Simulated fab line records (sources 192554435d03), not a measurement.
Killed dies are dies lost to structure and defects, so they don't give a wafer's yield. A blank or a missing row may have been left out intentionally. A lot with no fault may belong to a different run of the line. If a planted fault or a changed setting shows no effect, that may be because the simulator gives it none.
Which tool is to blame? || flow n5Finfet || 27 wafers from 9 lots sampled at 4 of the route's 1938 steps

== WHAT THE GAUGES SHOWED, per wafer ==
N5_BEOL_M4_RC_MEAS_101.
{"lot": "L921", "measured": "day 8 15:06", "on": "prober-02", "RS_NWELL (ohm/sq)": "1037 1034 1033"}
{"lot": "L924", "measured": "day 9 06:56", "on": "prober-02", "RS_NWELL (ohm/sq)": "1031 1030 1035"}
{"lot": "L926", "measured": "day 9 18:08", "on": "prober-01", "RS_NWELL (ohm/sq)": "1041 1041 1031"}
{"lot": "L930", "measured": "day 10 21:25", "on": "prober-01", "RS_NWELL (ohm/sq)": "1033 1040 1041"}
{"lot": "L931", "measured": "day 11 04:47", "on": "prober-02", "RS_NWELL (ohm/sq)": "1032 1029 1040"}
{"lot": "L932", "measured": "day 11 12:26", "on": "prober-02", "RS_NWELL (ohm/sq)": "1036 1040 1046"}
{"lot": "L934", "measured": "day 11 15:35", "on": "prober-02", "RS_NWELL (ohm/sq)": "1022 1028 1028"}
{"lot": "L940", "measured": "day 15 05:43", "on": "prober-01", "RS_NWELL (ohm/sq)": "939 941 929"}
{"lot": "L941", "measured": "day 14 16:55", "on": "prober-02", "RS_NWELL (ohm/sq)": "936 941 937"}

== WHICH TOOL RAN EACH LOT (tool, then ch and the chambers of the sampled wafers, then the start) ==
{"lot": "L921", "N5_WELL_APT_IMPLANT_14": "implanter-01 ch 0, day 2 08:19", "N5_PMOS_HMC_CHANNEL_EPI_HM_DEP_34": "pecvd-02 ch 0,1, day 2 11:47", "N5_PMOS_HMC_CHANNEL_EPI_HM_OPEN_15": "rieDiel-02 ch 0,2, day 2 12:22"}
{"lot": "L924", "N5_WELL_APT_IMPLANT_14": "implanter-02 ch 0, day 3 02:28", "N5_PMOS_HMC_CHANNEL_EPI_HM_DEP_34": "pecvd-02 ch 1,2, day 3 05:59", "N5_PMOS_HMC_CHANNEL_EPI_HM_OPEN_15": "rieDiel-02 ch 0,2, day 3 06:26"}
{"lot": "L926", "N5_WELL_APT_IMPLANT_14": "implanter-02 ch 0, day 3 13:56", "N5_PMOS_HMC_CHANNEL_EPI_HM_DEP_34": "pecvd-02 ch 0,1,2, day 3 17:01", "N5_PMOS_HMC_CHANNEL_EPI_HM_OPEN_15": "rieDiel-05 ch 1,2,3, day 3 17:58"}
{"lot": "L930", "N5_WELL_APT_IMPLANT_14": "implanter-02 ch 0, day 4 14:09", "N5_PMOS_HMC_CHANNEL_EPI_HM_DEP_34": "pecvd-03 ch 0,1,2, day 4 16:59", "N5_PMOS_HMC_CHANNEL_EPI_HM_OPEN_15": "rieDiel-04 ch 1,2,3, day 4 17:32"}
{"lot": "L931", "N5_WELL_APT_IMPLANT_14": "implanter-01 ch 0, day 4 19:56", "N5_PMOS_HMC_CHANNEL_EPI_HM_DEP_34": "pecvd-02 ch 0,1,2, day 4 22:50", "N5_PMOS_HMC_CHANNEL_EPI_HM_OPEN_15": "rieDiel-05 ch 0,3, day 4 23:27"}
{"lot": "L932", "N5_WELL_APT_IMPLANT_14": "implanter-02 ch 0, day 5 01:46", "N5_PMOS_HMC_CHANNEL_EPI_HM_DEP_34": "pecvd-01 ch 0,2, day 5 04:40", "N5_PMOS_HMC_CHANNEL_EPI_HM_OPEN_15": "rieDiel-02 ch 2,3, day 5 05:14"}
{"lot": "L934", "N5_WELL_APT_IMPLANT_14": "implanter-02 ch 0, day 5 13:59", "N5_PMOS_HMC_CHANNEL_EPI_HM_DEP_34": "pecvd-01 ch 0,2, day 5 17:00", "N5_PMOS_HMC_CHANNEL_EPI_HM_OPEN_15": "rieDiel-04 ch 0,1,2, day 5 17:34"}
{"lot": "L940", "N5_WELL_APT_IMPLANT_14": "implanter-02 ch 0, day 7 01:54", "N5_PMOS_HMC_CHANNEL_EPI_HM_DEP_34": "pecvd-02 ch 0,2, day 7 05:05", "N5_PMOS_HMC_CHANNEL_EPI_HM_OPEN_15": "rieDiel-05 ch 0,1,3, day 7 05:40"}
{"lot": "L941", "N5_WELL_APT_IMPLANT_14": "implanter-02 ch 0, day 7 07:47", "N5_PMOS_HMC_CHANNEL_EPI_HM_DEP_34": "pecvd-01 ch 0,1,2, day 7 10:41", "N5_PMOS_HMC_CHANNEL_EPI_HM_OPEN_15": "rieDiel-02 ch 0,1, day 7 11:35"}
- N5_WELL_APT_IMPLANT_14
- N5_PMOS_HMC_CHANNEL_EPI_HM_DEP_34: deposits SiO2 from TEOS/O2, target thk 36 nm, time 6.9 s.
- N5_PMOS_HMC_CHANNEL_EPI_HM_OPEN_15: chemistry CHF3/O2, target SiO2, target depth 40.6 nm, time 20.3 s.

== THE ANSWER, worked out from the rows above alone ==
Rule: usual is defined by the lots themselves. The widest of any qualifying gaps counts: lots, ordered by their means at a reading, are off when they make up no more than a third of the lots, leave a main group of 4 or more, and stand apart from it by 3 or more times the standard deviation of that group's means. A main group whose means are all the same, to the digits that the tables above print for the reading, isn't used. A lot without any number at a reading at which 4 lots or more have one is off too. All remaining lots with rows at the step are treated as sound.
Off: L940, L941, at N5_BEOL_M4_RC_MEAS_101 (RS_NWELL). For the main group the mean is 1035 ohm/sq and the standard deviation 4.5.
A tool fits if, at a process step before that reading, it ran every lot that is off, and no sound lot after the first of them. The gauges at N5_BEOL_M4_RC_MEAS_101 are tried like those tools. One fits: N5_WELL_APT_IMPLANT_14 on implanter-02. Its last sound lot is L934 (day 5 13:59), its first lot that is off L940 (day 7 01:54): a fault that began between those two fits.

== WHAT THE SIMULATOR HAD PUT IN ==
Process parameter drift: implanter-02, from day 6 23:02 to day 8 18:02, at N5_WELL_APT_IMPLANT_14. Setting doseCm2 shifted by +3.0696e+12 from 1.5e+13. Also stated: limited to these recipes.
Shown lots that were struck: L941, L940. Same finding as the rule above.
